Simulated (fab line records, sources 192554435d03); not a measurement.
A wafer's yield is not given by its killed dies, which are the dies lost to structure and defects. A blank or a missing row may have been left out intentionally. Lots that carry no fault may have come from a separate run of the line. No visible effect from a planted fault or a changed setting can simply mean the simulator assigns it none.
Struck lot and sound lot, side by side | flow n5Finfet | 15 steps out of a route of 1938
Sound: these wafers, L192.2, L192.4, L192.5. Struck: wafers L202.1, L202.6. (L202.4 of the same lot was not struck and is left out.) The cause comes at the end.
For every step that has rows: the tool of each side, followed by ch and its chambers, followed by its first start. Under that, the readings that differ: sound wafers | struck wafers | difference of the means | sigmas: that difference in standard deviations of wafers without a fault.
alike: readings whose means differ by less than 2 such deviations, and words and numbers that are the same on both sides. not compared: withheld readings, readings that some wafer has no value for, bounds like >300 that may hide the same value, and numbers for which the record gives no deviation and whose values overlap.
A row with sigmas, a row that says differs or no value, or rows on one side alone: a step with any of these is where the two part. Non-overlapping numbers with no deviation appear without sigmas and do not part them. A reading that every wafer of one side lacks parts them only if that side has two wafers or more.

first, 9 steps without rows for these wafers: N5_MOL_CONTACT_COAG_DEVELOP_83 (develop time 30 s); N5_MOL_CONTACT_COAG_DESCUM_88 (chemistry O2, time 7 s); N5_MOL_CONTACT_COAG_ETCH_89 (etches underlayer in N2/H2, target depth 13 nm, time 10.4 s); N5_MOL_CONTACT_COAG_ETCH_90 (etches SiARC in CF4, target depth 13 nm, time 21.7 s); N5_MOL_CONTACT_COAG_ALD_131 (deposits SiO2, target thk 5 nm, pulse time 1 s, co reactant pulse time 1 s); N5_MOL_CONTACT_COAG_ETCHBACK_132 (etches SiO2 in CHF3, target depth 10 nm, time 6.7 s); N5_MOL_CONTACT_COAG_ETCH_91 (etches SOC in N2/H2, target depth 60 nm, overetch 21 nm, time 101.2 s); N5_MOL_CONTACT_COAG_STRIP_92 (strips in N2/H2); N5_MOL_CONTACT_COAG_STRIP_93 (strips in N2/H2).
N5_MOL_CONTACT_COAG_ETCHBACK_135: etches SiO2 in CHF3, target depth 25 nm, time 16.7 s.
  sound on rieDiel-02 ch 1,2,3, day 5 04:23; struck on rieDiel-02 ch 2,3, day 7 20:23
reading                                          | sound             | struck      | difference | sigmas
mfcArSccm (sccm)                                 | 201.2 200.2 200.1 | 199.0 198.8 | -1.6       | -2
oesProductAu (a.u.)                              | 0.77 0.92 0.73    | 1.06 0.90   | +0.17      | +2
model.SOC_of_MOL_CONTACT_COAG_COAT_75.thkNm (nm) | 57.4 57.2 57.6    | 56 56.4     | -1         | 
  alike: drypumpMotorCurrentA, oes_f_703_au, rfVppV, showerheadPlenumPTorr, throttleValvePct
  not compared: rfHoursCounterH
then, 1 step without rows for these wafers: N5_MOL_CONTACT_COAG_STRIP_118 (strips in CHF3).
N5_MOL_CONTACT_COAG_VIA_ETCH_46: etches SiO2 in C4F6/O2, target depth 46 nm, overetch 9.2 nm, time 40 s.
  sound on rieDiel-02 ch 1,2,3, day 5 04:25; struck on rieDiel-02 ch 2,3, day 7 20:25
reading                                          | sound        | struck  | difference | sigmas
model.SOC_of_MOL_CONTACT_COAG_COAT_75.thkNm (nm) | 50.6 50.4 51 | 49 49.8 | -1         | 
  alike: drypumpMotorCurrentA, mfcArSccm, oes_f_703_au, oesProductAu, rfVppV, showerheadPlenumPTorr, throttleValvePct
  not compared: rfHoursCounterH
then, 1 step without rows for these wafers: N5_MOL_CONTACT_COAG_STRIP_96 (strips in N2/H2).
-- here the record skips 3 days between the struck wafers' starts before and after, leaving off in module MOL_CONTACT_COAG and picking up in module BEOL_M4 (first step shown: number 1111 of the route) --
N5_BEOL_M4_RC_MEAS_101:
  sound on prober-02 ch 0, day 7 19:53; struck on prober-01 ch 0, day 10 19:44
reading        | sound          | struck    | difference | sigmas
DIBL_P (mV/V)  | 34.7 35.0 33.4 | 40.3 40.4 | +6.0       | +2
IOFF_N (nA/um) | 0.15 0.15 0.13 | 0.24 0.24 | +0.10      | +2
SS_N (mV/dec)  | 70.9 71.2 70.8 | 73.0 72.8 | +1.9       | +3
SS_P (mV/dec)  | 72.6 72.1 72.1 | 74.3 74.1 | +1.9       | +3
  alike: DIBL_N, IOFF_P, ION_N, ION_P, VT_N, VT_P
-- here the record skips 5 days between the struck wafers' starts before and after, leaving off in module BEOL_M4 and picking up in module PASSIVATION (first step shown: number 1936 of the route) --
N5_PASSIVATION_PROBE_49:
  struck on prober-01, day 15 16:23; sound on prober-02, day 12 03:40
  alike: defectLimitedYield, killed_at_M0_to_M3, killed_at_M4_up, killedAtContacts, killedAtFrontEnd, killedAtOther, killedDies, killedOpen, killedShort, sort_bin_4_leakage, sort_bin_5_function, sort_bin_6_memory, sortNPass, sortYieldPct

== WHERE THEY PART ==
Earliest at N5_MOL_CONTACT_COAG_ETCHBACK_135; latest, in this record, at N5_BEOL_M4_RC_MEAS_101. Later steps at which nothing parts them and some readings are alike: N5_PASSIVATION_PROBE_49.

WHY: what had been put in by the simulator
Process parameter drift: rieDiel-02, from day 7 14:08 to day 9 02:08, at N5_MOL_CONTACT_COAG_ETCHBACK_135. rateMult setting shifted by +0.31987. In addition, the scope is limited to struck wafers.
